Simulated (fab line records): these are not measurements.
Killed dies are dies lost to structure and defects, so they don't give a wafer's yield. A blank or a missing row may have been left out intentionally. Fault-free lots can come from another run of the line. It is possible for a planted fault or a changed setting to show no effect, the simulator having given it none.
Which tool was responsible?	flow n5-finfet	30 wafers from 10 lots sampled at 4 of the route's 1938 steps

## WHAT EACH GAUGE READ, for each wafer
N5_BEOL_M4_RS_MEAS_58: measures by four-point-probe. Usual: M4_RS 0.673 ohm/sq, standard deviation 0.027.
lot	measured	on	M4_RS (ohm/sq)	flag
L905	day 8 01:22	film-metro-02	0.709 0.699 0.736	
L907	day 8 23:54	film-metro-02	0.700 0.707 0.716	
L908	day 9 00:11	film-metro-02	0.673 0.650 0.662	
L909	day 9 06:05	film-metro-01	0.690 0.669 0.662	
L912	day 9 15:43	film-metro-01	0.662 0.670 0.684	
L911	day 9 15:25	film-metro-01	0.723 0.696 0.664	
L913	day 9 18:59	film-metro-01	0.664 0.679 0.669	
L915	day 11 00:24	film-metro-02	0.666 0.683 0.675	
L917	day 11 00:38	film-metro-02	0.687 0.664 0.637	
L923	day 12 10:34	film-metro-02	0.730 0.703 0.692	

N5_BEOL_M4_RC_MEAS_101. Usual: DIBL_N 35.8 mV/V, standard deviation 1.6; DIBL_P 36.0 mV/V, standard deviation 2.1; IOFF_N 0.153 nA/um, standard deviation 0.026; IOFF_N_85C 3.0 nA/um, standard deviation 0.44; IOFF_N_LIN 0.072 nA/um, standard deviation 0.011; IOFF_N_LONG 5.5e-05 nA/um, standard deviation 3e-06; IOFF_P 0.21 nA/um, standard deviation 0.037; ION_N 673 uA/um, standard deviation 11; ION_P 462 uA/um, standard deviation 7.6; SS_N 71.4 mV/dec, standard deviation 0.53; SS_P 73.2 mV/dec, standard deviation 0.67; VT_N 250 mV, standard deviation 3.2; VT_N_LONG 274.6 mV, standard deviation 2.2; VT_N_LVT 99 mV, standard deviation 3.3; VT_P -250 mV, standard deviation 3.7.
lot	measured	on	DIBL_N (mV/V)	DIBL_P (mV/V)	IOFF_N (nA/um)	IOFF_N_85C (nA/um)	IOFF_N_LIN (nA/um)	IOFF_N_LONG (nA/um)	IOFF_P (nA/um)	ION_N (uA/um)	ION_P (uA/um)	SS_N (mV/dec)	SS_P (mV/dec)	VT_N (mV)	VT_N_LONG (mV)	VT_N_LVT (mV)	VT_P (mV)	flag
L905	day 8 01:25	prober-02	37.3 33.5 37.9	39.2 33.7 38.8	0.188 0.117 0.207	3.7 2.5 4.0	0.089 0.060 0.096	5.7e-05 5.6e-05 5.7e-05	0.26 0.17 0.27	684 662 700	476 463 476	70.9 71.1 71.1	74.0 72.5 74.2	245 256 243	270.5 271.6 273.9	97 104 94	-248 -251 -245	
L907	day 8 23:57	prober-01	36.7 37.7 35.7	38.9 40.2 37.7	0.176 0.201 0.146	3.4 3.9 2.9	0.081 0.089 0.068	5.7e-05 5.7e-05 5.7e-05	0.28 0.32 0.26	693 682 673	472 477 470	71.4 72.1 71.0	74.1 74.1 73.2	250 246 252	272.7 276.1 272.1	100 98 104	-243 -240 -244	
L908	day 9 00:14	prober-02	38.4 39.5 36.4	37.5 39.5 35.9	0.175 0.193 0.144	3.3 3.6 2.8	0.073 0.084 0.066	4.9e-05 5e-05 5e-05	0.22 0.27 0.20	679 685 678	461 473 464	72.8 72.2 70.8	73.6 74.4 73.0	251 250 251	281.3 279.2 279.7	103 100 102	-251 -249 -253	
L909	day 9 06:08	prober-01	37.5 37.4 36.8	36.1 36.3 35.5	0.193 0.183 0.180	3.7 3.6 3.5	0.091 0.087 0.087	6.3e-05 6.2e-05 6.4e-05	0.24 0.25 0.24	691 685 697	468 471 476	71.4 70.9 70.6	73.7 73.9 72.9	245 246 245	269.9 271.3 270.3	95 96 96	-246 -243 -243	
L912	day 9 15:46	prober-01	33.7 33.4 31.5	33.4 32.9 30.3	0.121 0.111 0.091	2.5 2.3 1.9	0.060 0.055 0.047	5.6e-05 5.4e-05 5.6e-05	0.17 0.15 0.13	658 653 647	458 450 445	70.6 70.4 70.2	72.8 72.2 72.0	253 254 256	274.0 274.2 278.1	102 104 105	-255 -253 -257	
L911	day 9 15:37	prober-02	37.0 35.2 35.6	38.7 35.6 36.5	0.192 0.153 0.159	3.6 2.9 3.0	0.088 0.073 0.075	5.5e-05 5.5e-05 5.5e-05	0.25 0.20 0.21	690 680 670	467 464 463	71.4 71.2 71.8	73.6 73.2 72.8	248 250 252	275.0 277.0 272.9	96 99 98	-247 -253 -250	
L913	day 9 19:12	prober-02	33.3 36.3 35.0	32.7 35.2 33.4	0.107 0.143 0.119	2.2 2.8 2.4	0.054 0.066 0.056	5.3e-05 5.4e-05 5.3e-05	0.16 0.18 0.17	663 666 652	457 453 448	71.0 71.6 71.0	72.5 73.1 73.6	257 254 255	276.5 275.1 274.6	103 100 104	-256 -251 -253	
L915	day 11 00:27	prober-01	36.1 35.8 35.7	38.3 37.3 36.3	0.000 0.000 0.000	0.0 0.0 0.0	0.000 0.000 0.000	3.3e-05 3.3e-05 3.3e-05	0.27 0.27 0.23	239 240 238	469 474 467	71.6 71.6 71.9	74.0 74.0 72.8	459 453 455	478.3 479.0 480.1	304 298 307	-243 -244 -248	OFF
L917	day 11 00:41	prober-02	33.4 33.7 36.6	32.2 32.9 37.2	0.000 0.000 0.000	0.0 0.0 0.0	0.000 0.000 0.000	3.3e-05 3.2e-05 3.2e-05	0.16 0.17 0.23	235 235 244	449 457 465	71.4 70.6 71.2	71.8 72.4 73.2	459 462 457	480.2 476.6 476.2	309 309 301	-252 -251 -248	OFF
L923	day 12 10:37	prober-02	35.1 35.8 32.7	34.1 34.5 30.9	0.127 0.131 0.093	2.6 2.7 2.0	0.061 0.063 0.049	5.4e-05 5.3e-05 5.4e-05	0.16 0.16 0.12	657 661 662	454 452 448	71.6 71.3 70.3	72.5 72.6 71.9	253 254 259	274.1 276.9 275.2	101 101 105	-257 -257 -255	

## WHAT TOOL EACH LOT RAN ON (gives the tool, then ch and the chambers of the sampled wafers, and finally the start)
lot	N5_BEOL_M1_SPUTTER_81	N5_BEOL_M4_SPUTTER_90
L905	pvd-sputter-01, day 6 09:31	pvd-sputter-03, day 7 23:38
L907	pvd-sputter-01, day 7 08:38	pvd-sputter-01, day 8 22:10
L908	pvd-sputter-02, day 7 11:33	pvd-sputter-03, day 8 22:20
L909	pvd-sputter-02, day 7 13:26	pvd-sputter-02, day 9 04:21
L912	pvd-sputter-02, day 8 01:54	pvd-sputter-01, day 9 14:01
L911	pvd-sputter-01, day 8 02:18	pvd-sputter-03, day 9 13:42
L913	pvd-sputter-02, day 8 12:06	pvd-sputter-03, day 9 17:10
L915	pvd-sputter-02, day 9 00:43	pvd-sputter-01, day 10 22:29
L917	pvd-sputter-02, day 9 11:11	pvd-sputter-02, day 10 22:32
L923	pvd-sputter-03, day 10 14:11	pvd-sputter-01, day 12 07:44
- N5_BEOL_M1_SPUTTER_81: material Cu, target thk 4.5 nm, time 8.29 s.
- N5_BEOL_M4_SPUTTER_90: material Cu, target thk 4.5 nm, time 8.29 s.

## AS READ BY THE TOOLS THEMSELVES (means over the sampled wafers that have a number; for cases with no such wafer, the mark the record gives instead)
N5_BEOL_M1_SPUTTER_81. Usual: throttle-valve-pct at 30.1 %, with a standard deviation of 1.2.
lot	tool	throttle-valve-pct (%)	flag
L905	pvd-sputter-01	29.2	
L907	pvd-sputter-01	29.0	
L908	pvd-sputter-02	30.9	
L909	pvd-sputter-02	30.9	
L912	pvd-sputter-02	30.8	
L911	pvd-sputter-01	29.5	
L913	pvd-sputter-02	30.8	
L915	pvd-sputter-02	30.8	
L917	pvd-sputter-02	30.9	
L923	pvd-sputter-03	29.5	

N5_BEOL_M4_SPUTTER_90. Usual: throttle-valve-pct at 29.7 %, with a standard deviation of 1.3.
lot	tool	throttle-valve-pct (%)	flag
L905	pvd-sputter-03	29.2	
L907	pvd-sputter-01	28.8	
L908	pvd-sputter-03	28.5	
L909	pvd-sputter-02	31.0	
L912	pvd-sputter-01	30.9	
L911	pvd-sputter-03	29.4	
L913	pvd-sputter-03	29.3	
L915	pvd-sputter-01	28.6	
L917	pvd-sputter-02	30.8	
L923	pvd-sputter-01	29.1	

## THE ANSWER, worked out from the rows above alone
Rule: a lot counts as off when the mean over its wafers that have a number is more than 3 standard deviations away from the usual mean. Also off: a lot with no number at a reading for which 4 or more lots have one. The other lots that the step has rows for count as sound. After the gauges, taken in route order, come the tools' own readings; for these a lot's mean is taken, as printed above. At the first step where some lot is off, the reading lying furthest off is the one used; lots without a number count as furthest.
Off: at N5_BEOL_M4_RC_MEAS_101 (VT_N_LONG), L915, L917.
A tool fits if, at a process step before that reading, it ran every lot that is off, and no sound lot after the first of them. The gauges at N5_BEOL_M4_RC_MEAS_101 are tried like those tools. One fits: N5_BEOL_M1_SPUTTER_81 on pvd-sputter-02. Its last sound lot is L913 (day 8 12:06), its first lot that is off L915 (day 9 00:43): a fault that began between those two fits.

## WHAT HAD BEEN PUT IN BY THE SIMULATOR
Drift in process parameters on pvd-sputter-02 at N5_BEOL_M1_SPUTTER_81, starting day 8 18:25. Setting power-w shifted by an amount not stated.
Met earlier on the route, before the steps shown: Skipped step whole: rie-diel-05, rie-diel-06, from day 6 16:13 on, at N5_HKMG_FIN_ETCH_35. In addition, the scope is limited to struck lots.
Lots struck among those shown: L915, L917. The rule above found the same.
